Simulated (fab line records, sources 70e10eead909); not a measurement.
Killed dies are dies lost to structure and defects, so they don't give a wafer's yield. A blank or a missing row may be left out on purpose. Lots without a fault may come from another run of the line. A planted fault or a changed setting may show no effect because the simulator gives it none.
Chamber matching | flow nand_harc | NHARC_P_CONTACT_ALD_22 on ald_metal-04: 4 sister chambers
The step deposits TiN, target thk 3 nm, pulse time 1 s, ald cycles 150. 4 wafers are shown with their chamber, then 7 later ones without.

WAFERS WITH THEIR CHAMBER
wafer  | chamber | heater_power_w (W)
L080.5 | 3       | 1020
L081.6 | 1       | 977
L083.2 | 0       | 1083
L083.3 | 2       | 1024

WAFERS WITHOUT THEIR CHAMBER
wafer  | heater_power_w (W)
L083.5 | 1063
L093.2 | 896
L093.3 | 969
L093.6 | 1056
L097.1 | 1002
L097.3 | 1067
L097.5 | 896

WHICH CHAMBER EACH WENT THROUGH
wafer  | from the rows above               | in truth
L083.5 | can't be placed: 0 or 2 or 3 or 1 | 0
L093.2 | can't be placed: 1 or 3 or 2      | 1
L093.3 | can't be placed: 1 or 3 or 2      | 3
L093.6 | can't be placed: 0 or 2 or 3 or 1 | 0
L097.1 | can't be placed: 3 or 2 or 1 or 0 | 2
L097.3 | can't be placed: 0 or 2 or 3 or 1 | 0
L097.5 | can't be placed: 1 or 3 or 2      | 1
Placed correctly: 0 of 7. Can't be placed from these rows: 7 (the true chamber is among the candidates in 7). Placed wrongly: 0.
How it was worked out, from the rows above alone: a wafer's distance from a chamber is the root of the sum, over the readings, of the square of ((its reading less the chamber's mean) divided by the reading's scatter). The wafer belongs to the nearest chamber; if the next one is less than 2 further off, it can't be placed. A chamber's mean is the mean of its shown wafers. The scatter: with one shown wafer a chamber, the root of the mean of the squares of how far each hidden wafer lies from its nearest shown one.
